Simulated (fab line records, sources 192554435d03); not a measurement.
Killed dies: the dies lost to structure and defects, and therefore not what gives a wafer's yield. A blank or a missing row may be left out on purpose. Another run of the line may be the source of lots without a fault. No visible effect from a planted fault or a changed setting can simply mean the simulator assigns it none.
fab line records	flow n5-finfet
record lots=7	wafers=21
route steps=1938 shown BEOL_M6@1232 BEOL_M7@1280 BEOL_M8@1368 BEOL_M9@1440 BEOL_M10@1486
start-h: hours from the record's first day to the start of the lot's first wafer shown	wait-h: hours elapsed since this lot's preceding step	" identical to the entry in the row above	L1.1+2: one row covering several wafers at once	- value missing, or start not given	* or withheld: withheld	< > ~ a bound
route shown NAME@n: NAME is a module with steps in the file, n the number in the route of the first one	usual: mean/standard deviation taken from wafers without a fault	same: alike in all rows	chamber/n: place in a boat	sites: per-site readings	_std_site: standard deviation of those values	_edge_site: mean of outer sites minus mean of inner sites	radius-mm: how far each site lies from the wafer's centre	mask NAME#n: copy n	behind: the tool/chamber that last shaped the wafer	hold: reason for holding the lot/hours on hold/outcome of the hold	device: which transistor (n, p or np) failed to switch	end of line: the same wafers' tests at the end of the route	a step given without rows: its recipe and nothing more	killed: at the first sort, the dies lost to defects and structure; wafer yield is something else	map: a wafer's dies, marking killed ones x, the rest . and places with no die _
set.NAME: the setting that was run; set.NAME@STEP: the one run at that earlier step	model.NAME: the simulator's own value behind a step, which no gauge read
lots run with intentionally changed settings; tables by step, rows by wafer
## steps
# step N5_BEOL_M6_ETCH_65
# recipe chemistry=CF4	target=SiARC	target-depth-a=156	mask-material=CAR-EUV	time-s=26	ion-energy-ev=80	pressure-mtorr=40	source-w=545	bias-w=36	Ar_flow_sccm=100	cf4-flow-sccm=100	ends=cleared
lot.wafer	tool	chamber	start-h	wait-h	set.target-depth-a	set.dose-mj@BEOL_M6_EXPOSE_25	model.BEOL_M6.cd-nm
L075.2	rie-diel-06	0	181.52	0.0	156	46.95	41.2
L075.3	"	1	"	"	156	46.95	41
L075.5	"	0	"	"	164.5	46.95	41.2
L074.3	rie-diel-06	3	181.92	0.0	172.9	45	40
L074.4	"	2	"	"	156	45	40.2
L074.6	"	0	"	"	156	45	40
L086.2	rie-diel-06	3	249.10	0.0	167	43.99	39.2
L086.5	"	1	"	"	167	43.99	39.4
L086.6	"	0	"	"	156	45	39.8
L088.1	rie-diel-06	0	275.75	0.0	156	43.96	39.4
L088.3	"	1	"	"	156	45	40
L088.5	"	2	"	"	156	43.96	39.8
L089.1	rie-diel-02	0	275.92	0.0	156	48.35	42
L089.3	"	1	"	"	156	45	40
L089.4	"	3	"	"	139.8	48.35	41.6
L092.1+6	rie-diel-06	3	293.93	0.0	156	45	40.2
L092.4	"	1	"	"	156	45	40
L097.1	rie-diel-05	0	320.73	0.0	171.9	46.46	40.6
L097.3	"	1	"	"	156	46.46	40.4
L097.4	"	3	"	"	171.9	46.46	40.4
# step N5_BEOL_M6_ETCH_66
# recipe chemistry=N2/H2	target=SOC	target-depth-a=800	overetch-a=160	mask-material=SiARC	temp-c=40	time-s=120	ion-energy-ev=200	pressure-mtorr=30	source-w=840	bias-w=150	n2-flow-sccm=200	h2-flow-sccm=200
lot.wafer	tool	chamber	start-h	wait-h	set.dose-mj@BEOL_M6_EXPOSE_25	model.BEOL_M6.cd-nm
L075.2+5	rie-diel-06	0	181.55	0.0	46.95	41.2
L075.3	"	1	"	"	46.95	41
L074.3+6	rie-diel-06	3,0	181.94	0.0	45	40.2
L074.4	"	2	"	"	45	40.6
L086.2	rie-diel-06	3	249.12	0.0	43.99	39.6
L086.5	"	1	"	"	43.99	39.4
L086.6	"	0	"	"	45	40
L088.1+5	rie-diel-06	0,2	275.78	0.0	43.96	39.8
L088.3	"	1	"	"	45	40
L089.1	rie-diel-02	0	275.95	0.0	48.35	42.4
L089.3	"	1	"	"	45	40.4
L089.4	"	3	"	"	48.35	41.6
L092.1+6	rie-diel-06	3	293.96	0.0	45	40.2
L092.4	"	1	"	"	45	40
L097.1+4	rie-diel-05	0,3	320.76	0.0	46.46	40.6
L097.3	"	1	"	"	46.46	40.2
# step N5_BEOL_M6_STRIP_69
# recipe chemistry=N2/H2	temp-c=40	n2-flow-sccm=200	h2-flow-sccm=200	rf-frequency-hz=6e+07
# step N5_BEOL_M6_STRIP_73
# recipe chemistry=N2/H2	temp-c=40	n2-flow-sccm=200	h2-flow-sccm=200	rf-frequency-hz=6e+07
# step N5_BEOL_M6_VIA_ETCH_34
# recipe chemistry=C4F6/O2	target=SiCOH_lowk	target-depth-a=1263	mask-material=SOC	taper-deg=4	time-s=50.9	ion-energy-ev=250	pressure-mtorr=30	source-w=345	bias-w=185	Ar_flow_sccm=300	C4F6_flow_sccm=10	O2_flow_sccm=10
lot.wafer	tool	chamber	start-h	wait-h	set.dose-mj@BEOL_M6_EXPOSE_25	model.BEOL_M6.cd-nm
L075.2+5	rie-diel-06	0	181.65	0.0	46.95	41.4
L075.3	"	1	"	"	46.95	41.2
L074.3	rie-diel-06	3	182.04	0.0	45	40.4
L074.4	"	2	"	"	45	40.6
L074.6	"	0	"	"	45	40.2
L086.2	rie-diel-06	3	249.22	0.0	43.99	39.6
L086.5	"	1	"	"	43.99	39.4
L086.6	"	0	"	"	45	40
L088.1	rie-diel-06	0	275.88	0.0	43.96	39.8
L088.3	"	1	"	"	45	39.8
L088.5	"	2	"	"	43.96	39.6
L089.1	rie-diel-02	0	276.05	0.0	48.35	42.4
L089.3	"	1	"	"	45	40.4
L089.4	"	3	"	"	48.35	41.8
L092.1+6	rie-diel-06	3	294.06	0.0	45	40.4
L092.4	"	1	"	"	45	40
L097.1+4	rie-diel-05	0,3	320.86	0.0	46.46	40.6
L097.3	"	1	"	"	46.46	40.2
# step N5_BEOL_M7_ETCH_61
# recipe chemistry=CF4	target=SiARC	target-depth-a=455	mask-material=CAR-ArF	time-s=75.8	ion-energy-ev=80	pressure-mtorr=40	source-w=545	bias-w=36	Ar_flow_sccm=100	cf4-flow-sccm=100	ends=cleared
# usual rf-vpp-V=183.9/1.2
lot.wafer	tool	chamber	start-h	wait-h	set.source-w	rf-vpp-V
L075.2	rie-diel-01	3	186.17	0.0	624.6	175.7
L075.3	"	1	"	"	545	183.1
L075.5	"	3	"	"	545	181.6
L074.3	rie-diel-03	2	186.60	0.0	545	183.0
L074.4	"	1	"	"	579.8	179.9
L074.6	"	3	"	"	545	186.1
L086.2	rie-diel-04	2	254.10	0.0	545	184.1
L086.5	"	0	"	"	545	182.1
L086.6	"	1	"	"	545	183.1
L088.1	rie-diel-01	1	282.83	0.0	545	184.5
L088.3	"	0	"	"	545	185.1
L088.5	"	1	"	"	545	184.6
L089.1	rie-diel-04	3	283.41	0.0	545	182.7
L089.3	"	2	"	"	498.2	191.3
L089.4	"	1	"	"	498.2	188.5
L092.1	rie-diel-01	0	300.54	0.0	545	184.6
L092.4	"	1	"	"	545	184.1
L092.6	"	1	"	"	545	185.6
L097.1	rie-diel-01	0	326.34	0.0	480.3	192.2
L097.3	"	2	"	"	545	185.1
L097.4	"	3	"	"	545	182.2
# step N5_BEOL_M7_COAT_71
# recipe resist=underlayer	temp-c=205	time-s=60	spin-rpm=1500	resist-thk-nm=5
lot.wafer	tool	chamber	start-h	wait-h	set.spin-rpm
L075.2	litho-track-01	0	-	-	1500
L075.3+5	"	0	"	"	1443
L074.3	litho-track-04	0	-	-	1610
L074.4+6	"	0	"	"	1500
L086.2+5	litho-track-05	0	-	-	1500
L086.6	"	0	"	"	1666
L088.1+3+5	litho-track-01	0	-	-	1500
L089.1+3	litho-track-01	0	-	-	1583
L089.4	"	0	"	"	1500
L092.1+4+6	litho-track-05	0	-	-	1500
L097.1+3	litho-track-05	0	-	-	1660
L097.4	"	0	"	"	1500
# step N5_BEOL_M7_COAT_22
# recipe resist=CAR-EUV	spin-rpm=1500	resist-thk-nm=30
# step N5_BEOL_M7_EBR_24
# recipe solvent=PGMEA	ebr-width-mm=1.5
# step N5_BEOL_M7_DESCUM_33
# recipe chemistry=O2	time-s=7	source-power-w=50	bias-power-w=20	pressure-mtorr=20	rf-frequency-hz=2.712e+07	temp-c=40	resist=CAR-EUV	o2-flow-sccm=225
# step N5_BEOL_M7_ETCH_72
# recipe chemistry=N2/H2	target=underlayer	target-depth-a=65	mask-material=CAR-EUV	time-s=5.2	ion-energy-ev=200	pressure-mtorr=30	source-w=840	bias-w=150	n2-flow-sccm=200	h2-flow-sccm=200	ends=cleared
lot.wafer	tool	chamber	start-h	wait-h	set.spin-rpm@BEOL_M7_COAT_71	model.etch.depth-nm
L075.2	rie-diel-03	2	187.24	0.0	1500	5.018
L075.3	"	1	"	"	1443	5.11
L075.5	"	1	"	"	1443	5.112
L074.3	rie-diel-01	3	187.74	0.0	1610	4.854
L074.4	"	2	"	"	1500	5.017
L074.6	"	3	"	"	1500	5.019
L086.2	rie-diel-03	3	256.09	0.0	1500	5.033
L086.5	"	0	"	"	1500	5.016
L086.6	"	3	"	"	1666	4.766
L088.1	rie-diel-04	2	284.21	0.0	1500	4.996
L088.3	"	3	"	"	1500	5.005
L088.5	"	3	"	"	1500	4.984
L089.1	rie-diel-03	1	284.64	0.0	1583	4.867
L089.3	"	0	"	"	1583	4.873
L089.4	"	2	"	"	1500	4.994
L092.1	rie-diel-03	2	303.65	0.0	1500	5.002
L092.4	"	1	"	"	1500	5.006
L092.6	"	1	"	"	1500	5
L097.1	rie-diel-04	0	327.49	0.0	1660	4.765
L097.3	"	2	"	"	1660	4.775
L097.4	"	3	"	"	1500	5.013
# step N5_BEOL_M8_DESCUM_33
# recipe chemistry=O2	time-s=7	source-power-w=50	bias-power-w=20	pressure-mtorr=20	rf-frequency-hz=2.712e+07	temp-c=40	resist=CAR-EUV	o2-flow-sccm=225
lot.wafer	tool	chamber	start-h	wait-h	set.time-s	model.CAR-EUV_of_BEOL_M8_COAT_22.thk-nm
L075.2+3	rie-diel-05	1,0	194.67	0.0	5.674	26.8
L075.5	"	1	"	"	7	26
L074.3+4	rie-diel-05	0,2	195.20	0.5	7	26
L074.6	"	1	"	"	7	26.2
L086.2	rie-diel-05	2	263.05	0.1	7.957	25.8
L086.5+6	"	1,2	"	"	7	26
L088.1+5	rie-diel-06	2,1	291.32	0.0	7	26
L088.3	"	3	"	"	6.256	26.2
L089.1	rie-diel-05	0	293.82	0.0	6.041	26.4
L089.3+4	"	1,3	"	"	7	26
L092.1+4+6	rie-diel-02	2,1,3	310.59	0.0	7	26
L097.1+3	rie-diel-06	2,3	334.87	0.0	8.293	25.4
L097.4	"	1	"	"	7	26.2
# step N5_BEOL_M8_ETCH_72
# recipe chemistry=N2/H2	target=underlayer	target-depth-a=65	mask-material=CAR-EUV	time-s=5.2	ion-energy-ev=200	pressure-mtorr=30	source-w=840	bias-w=150	n2-flow-sccm=200	h2-flow-sccm=200	ends=cleared
lot.wafer	tool	chamber	start-h	wait-h	set.time-s@BEOL_M8_DESCUM_33	model.CAR-EUV_of_BEOL_M8_COAT_22.thk-nm
L075.2	rie-diel-05	1	194.71	0.0	5.674	21.2
L075.3	"	0	"	"	5.674	21
L075.5	"	1	"	"	7	20.4
L074.3	rie-diel-05	0	195.23	0.0	7	20.2
L074.4+6	"	2,1	"	"	7	20.4
L086.2	rie-diel-05	2	263.09	0.0	7.957	20
L086.5+6	"	1,2	"	"	7	20.4
L088.1+5	rie-diel-06	2,1	291.36	0.0	7	20.2
L088.3	"	3	"	"	6.256	20.6
L089.1	rie-diel-05	0	293.85	0.0	6.041	20.8
L089.3	"	1	"	"	7	20.4
L089.4	"	3	"	"	7	20.2
L092.1+6	rie-diel-02	2,3	310.62	0.0	7	20.2
L092.4	"	1	"	"	7	20.4
L097.1	rie-diel-06	2	334.91	0.0	8.293	19.6
L097.3	"	3	"	"	8.293	19.8
L097.4	"	1	"	"	7	20.4
# step N5_BEOL_M8_ETCH_65
# recipe chemistry=CF4	target=SiARC	target-depth-a=156	mask-material=CAR-EUV	time-s=26	ion-energy-ev=80	pressure-mtorr=40	source-w=545	bias-w=36	Ar_flow_sccm=100	cf4-flow-sccm=100	ends=cleared
lot.wafer	tool	chamber	start-h	wait-h	set.time-s@BEOL_M8_DESCUM_33	model.CAR-EUV_of_BEOL_M8_COAT_22.thk-nm
L075.2+3	rie-diel-05	1,0	194.72	0.0	5.674	12
L075.5	"	1	"	"	7	11.2
L074.3	rie-diel-05	0	195.25	0.0	7	11
L074.4+6	"	2,1	"	"	7	11.2
L086.2	rie-diel-05	2	263.10	0.0	7.957	10.8
L086.5+6	"	1,2	"	"	7	11.2
L088.1+5	rie-diel-06	2,1	291.38	0.0	7	11
L088.3	"	3	"	"	6.256	11.4
L089.1	rie-diel-05	0	293.87	0.0	6.041	11.4
L089.3	"	1	"	"	7	11.2
L089.4	"	3	"	"	7	11
L092.1+4	rie-diel-02	2,1	310.64	0.0	7	11.2
L092.6	"	3	"	"	7	11
L097.1	rie-diel-06	2	334.93	0.0	8.293	10.4
L097.3	"	3	"	"	8.293	10.6
L097.4	"	1	"	"	7	11.2
# step N5_BEOL_M8_TRENCH_ETCH_37
# recipe chemistry=C4F6/O2	target-depth-a=934.78	target=SiCOH_lowk	time-s=31.2	ion-energy-ev=250	pressure-mtorr=30	source-w=345	bias-w=185	Ar_flow_sccm=300	C4F6_flow_sccm=10	O2_flow_sccm=10
# usual rf-vpp-V=659/15
lot.wafer	tool	chamber	start-h	wait-h	set.source-w	rf-vpp-V
L075.2	rie-diel-05	1	-	-	345	680
L075.3	"	0	"	"	345	675
L075.5	"	1	"	"	394	635
L074.3	rie-diel-05	0	-	-	345	676
L074.4	"	2	"	"	345	680
L074.6	"	1	"	"	345	680
L086.2	rie-diel-05	2	-	-	345	679
L086.5	"	1	"	"	324.1	702
L086.6	"	2	"	"	324.1	699
L088.1	rie-diel-06	2	-	-	366.4	626
L088.3	"	3	"	"	366.4	654
L088.5	"	1	"	"	345	657
L089.1	rie-diel-05	0	-	-	345	673
L089.3	"	1	"	"	345	680
L089.4	"	3	"	"	345	656
L092.1	rie-diel-02	2	-	-	345	651
L092.4	"	1	"	"	345	658
L092.6	"	3	"	"	345	633
L097.1	rie-diel-06	2	-	-	387.3	608
L097.3	"	3	"	"	345	673
L097.4	"	1	"	"	387.3	621
# step N5_BEOL_M9_ETCH_66
# recipe chemistry=N2/H2	target=SOC	target-depth-a=800	overetch-a=160	mask-material=SiARC	temp-c=40	time-s=120	ion-energy-ev=200	pressure-mtorr=30	source-w=840	bias-w=150	n2-flow-sccm=200	h2-flow-sccm=200
lot.wafer	tool	chamber	start-h	wait-h	set.time-s	model.SiARC_of_BEOL_M9_COAT_64.thk-nm
L075.2	rie-diel-04	0	203.85	0.0	141.8	5.2
L075.3	"	2	"	"	120	6.6
L075.5	"	1	"	"	120	6
L074.3	rie-diel-03	3	204.15	0.0	99.43	7.4
L074.4+6	"	1,0	"	"	120	6.6
L086.2+5+6	rie-diel-03	1,2,1	271.66	0.0	120	6.6
L088.1+5	rie-diel-03	2	299.07	0.0	120	6.6
L088.3	"	3	"	"	120	6.4
L089.1	rie-diel-04	2	302.98	0.0	120	6.6
L089.3	"	0	"	"	120	6.2
L089.4	"	1	"	"	120	6
L092.1+4+6	rie-diel-03	2,0,2	320.22	0.0	120	6.6
L097.1	rie-diel-01	1	341.78	0.0	136.8	5.6
L097.3	"	3	"	"	120	6.6
L097.4	"	2	"	"	136.8	5.8
# step N5_BEOL_M9_TRENCH_ETCH_37
# recipe chemistry=C4F6/O2	target-depth-a=1514.3	target=SiCOH_lowk	time-s=49	ion-energy-ev=250	pressure-mtorr=30	source-w=345	bias-w=185	Ar_flow_sccm=300	C4F6_flow_sccm=10	O2_flow_sccm=10
# usual rf-vpp-V=663/11
lot.wafer	tool	chamber	start-h	wait-h	set.bias-w	rf-vpp-V
L075.2	rie-diel-04	0	-	-	185	672
L075.3	"	2	"	"	214	741
L075.5	"	1	"	"	185	675
L074.3	rie-diel-03	3	-	-	204	720
L074.4	"	1	"	"	185	665
L074.6	"	0	"	"	204	719
L086.2	rie-diel-03	1	-	-	185	665
L086.5	"	2	"	"	159.2	573
L086.6	"	1	"	"	185	667
L088.1	rie-diel-03	2	-	-	166.2	592
L088.3	"	3	"	"	185	663
L088.5	"	2	"	"	185	645
L089.1	rie-diel-04	2	-	-	185	660
L089.3	"	0	"	"	217.5	763
L089.4	"	1	"	"	185	673
L092.1	rie-diel-03	2	-	-	185	645
L092.4	"	0	"	"	185	667
L092.6	"	2	"	"	185	645
L097.1	rie-diel-01	1	-	-	185	674
L097.3	"	3	"	"	185	662
L097.4	"	2	"	"	185	648
# step N5_BEOL_M9_ETCH_41
# recipe chemistry=CH3F/O2	target=SiCN	target-depth-a=366	taper-deg=2	time-s=70.1	ion-energy-ev=120	mask-material=TiN	pressure-mtorr=30	source-w=395	bias-w=75	Ar_flow_sccm=150	CH3F_flow_sccm=30	O2_flow_sccm=20
# step N5_BEOL_M9_STRIP_80
# recipe chemistry=N2/H2	time-s=10	power-w=450	temp-c=40	pressure-mtorr=20	rf-frequency-hz=6e+07	bias-power-w=7	n2-flow-sccm=200	h2-flow-sccm=200
# step N5_BEOL_M9_ANNEAL_51
# recipe temp-c=225	time-s=90	ambient=N2
# step N5_BEOL_M9_CMP_52
# recipe stop-on=SiCOH_lowk	t-overpolish-s=7	down-force-psi=1	platen-rpm=50	clearing-platen-down-force-psi=1.5	clearing-platen-rpm=50	post-cmp-clean=cu-alkaline	target-thk-nm=140	clearing-platen-pad-velocity-m-s=0.99484	pad-velocity-m-s=0.99484
# step N5_BEOL_M9_THK_MEAS_53
# recipe thk-meas-gauge=xrf	reads=Cu_of_BEOL_M9_ECD_50
# usual M9_THK=133/3.4
lot.wafer	tool	chamber	start-h	wait-h	set.bias-w@BEOL_M9_TRENCH_ETCH_37	M9_THK[nm]
L075.2	film-metro-02	-	206.65	-	185	136
L075.3	"	-	"	"	214	140
L075.5	"	-	"	"	185	137
L074.3	film-metro-01	-	207.03	-	204	137
L074.4	"	-	"	"	185	130
L074.6	"	-	"	"	204	138
L086.2	film-metro-02	-	274.58	-	185	133
L086.5	"	-	"	"	159.2	128
L086.6	"	-	"	"	185	135
L088.1	film-metro-02	-	301.55	-	166.2	124
L088.3	"	-	"	"	185	130
L088.5	"	-	"	"	185	129
L089.1	film-metro-01	-	305.88	-	185	135
L089.3	"	-	"	"	217.5	143
L089.4	"	-	"	"	185	139
L092.1	film-metro-02	-	323.67	-	185	127
L092.4	"	-	"	"	185	130
L092.6	"	-	"	"	185	129
L097.1	film-metro-01	-	345.57	-	185	129
L097.3	"	-	"	"	185	126
L097.4	"	-	"	"	185	128
# step N5_BEOL_M10_DESCUM_16
# recipe chemistry=O2	time-s=7.9	source-power-w=50	bias-power-w=20	pressure-mtorr=20	rf-frequency-hz=2.712e+07	temp-c=40	resist=CAR-ArF	o2-flow-sccm=225
lot.wafer	tool	chamber	start-h	wait-h	set.time-s	model.CAR-ArF_of_BEOL_M10_COAT_05.thk-nm
L075.2+3	rie-diel-05	1,3	209.27	0.1	7.9	83.6
L075.5	"	0	"	"	8.357	83.2
L074.3	rie-diel-05	0	209.52	0.1	9.511	82.8
L074.4	"	2	"	"	9.511	83
L074.6	"	0	"	"	7.9	83.6
L086.2	rie-diel-02	2	277.37	0.0	9.378	82.2
L086.5	"	3	"	"	9.378	82
L086.6	"	0	"	"	7.9	83
L088.1+3	rie-diel-02	0,1	305.11	0.6	7.9	83.6
L088.5	"	2	"	"	7.9	83.8
L089.1	rie-diel-06	2	307.96	0.0	8.705	83.2
L089.3	"	0	"	"	7.9	83.4
L089.4	"	3	"	"	8.705	82.8
L092.1	rie-diel-06	0	325.39	0.0	7.9	83.8
L092.4	"	3	"	"	7.9	83.6
L092.6	"	0	"	"	7.9	84
L097.1	rie-diel-02	2	347.33	0.0	7.9	83.2
L097.3+4	"	1,3	"	"	6.367	84
# step N5_BEOL_M10_ETCH_61
# recipe chemistry=CF4	target=SiARC	target-depth-a=390	mask-material=CAR-ArF	time-s=65	ion-energy-ev=80	pressure-mtorr=40	source-w=545	bias-w=36	Ar_flow_sccm=100	cf4-flow-sccm=100	ends=cleared
lot.wafer	tool	chamber	start-h	wait-h	set.time-s@BEOL_M10_DESCUM_16	model.CAR-ArF_of_BEOL_M10_COAT_05.thk-nm
L075.2+3	rie-diel-05	1,3	209.31	0.0	7.9	55.6
L075.5	"	0	"	"	8.357	55.2
L074.3	rie-diel-05	0	209.56	0.0	9.511	54.8
L074.4	"	2	"	"	9.511	55
L074.6	"	0	"	"	7.9	55.6
L086.2	rie-diel-02	2	277.40	0.0	9.378	54.2
L086.5	"	3	"	"	9.378	54
L086.6	"	0	"	"	7.9	55.2
L088.1+3+5	rie-diel-02	0,1,2	305.14	0.0	7.9	55.6
L089.1	rie-diel-06	2	307.99	0.0	8.705	55.2
L089.3	"	0	"	"	7.9	55.6
L089.4	"	3	"	"	8.705	54.8
L092.1	rie-diel-06	0	325.43	0.0	7.9	55.8
L092.4	"	3	"	"	7.9	55.6
L092.6	"	0	"	"	7.9	56
L097.1	rie-diel-02	2	347.37	0.0	7.9	55.4
L097.3+4	"	1,3	"	"	6.367	56
## key
split step=N5_BEOL_M6_ETCH_65	setting=target-depth-a	stated=156	by=wafer
response none clear
split step=N5_BEOL_M7_ETCH_61	setting=source-w	stated=545	by=wafer
response step=N5_BEOL_M7_ETCH_61	reading=rf-vpp-V	change=-0.62	per=1%	r=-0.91
split step=N5_BEOL_M7_COAT_71	setting=spin-rpm	stated=1500	by=wafer
response step=N5_BEOL_M7_ETCH_72	reading=model.etch.depth-nm	change=-0.023	per=1%	r=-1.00
split step=N5_BEOL_M8_DESCUM_33	setting=time-s	stated=7	by=wafer
response step=N5_BEOL_M8_DESCUM_33	reading=model.CAR-EUV_of_BEOL_M8_COAT_22.thk-nm	change=-0.0339	per=1%	r=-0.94
response step=N5_BEOL_M8_ETCH_72	reading=model.CAR-EUV_of_BEOL_M8_COAT_22.thk-nm	change=-0.036	per=1%	r=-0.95
response step=N5_BEOL_M8_ETCH_65	reading=model.CAR-EUV_of_BEOL_M8_COAT_22.thk-nm	change=-0.0353	per=1%	r=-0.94
split step=N5_BEOL_M8_TRENCH_ETCH_37	setting=source-w	stated=345	by=wafer
response step=N5_BEOL_M8_TRENCH_ETCH_37	reading=rf-vpp-V	change=-3.63	per=1%	r=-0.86
split step=N5_BEOL_M9_ETCH_66	setting=time-s	stated=120	by=wafer
response step=N5_BEOL_M9_ETCH_66	reading=model.SiARC_of_BEOL_M9_COAT_64.thk-nm	change=-0.0565	per=1%	r=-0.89
split step=N5_BEOL_M9_TRENCH_ETCH_37	setting=bias-w	stated=185	by=wafer
response step=N5_BEOL_M9_TRENCH_ETCH_37	reading=rf-vpp-V	change=+5.48	per=1%	r=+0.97
response step=N5_BEOL_M9_THK_MEAS_53	reading=M9_THK	change=+0.397	per=1%	r=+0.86
split step=N5_BEOL_M10_DESCUM_16	setting=time-s	stated=7.9	by=wafer
response step=N5_BEOL_M10_DESCUM_16	reading=model.CAR-ArF_of_BEOL_M10_COAT_05.thk-nm	change=-0.0414	per=1%	r=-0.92
response step=N5_BEOL_M10_ETCH_61	reading=model.CAR-ArF_of_BEOL_M10_COAT_05.thk-nm	change=-0.0429	per=1%	r=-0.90
split outside-this-file step=N5_BEOL_M6_EXPOSE_25 setting=dose-mj
# split outside-this-file: this setting was split too, and the file shows its column; the key of that split is in another file
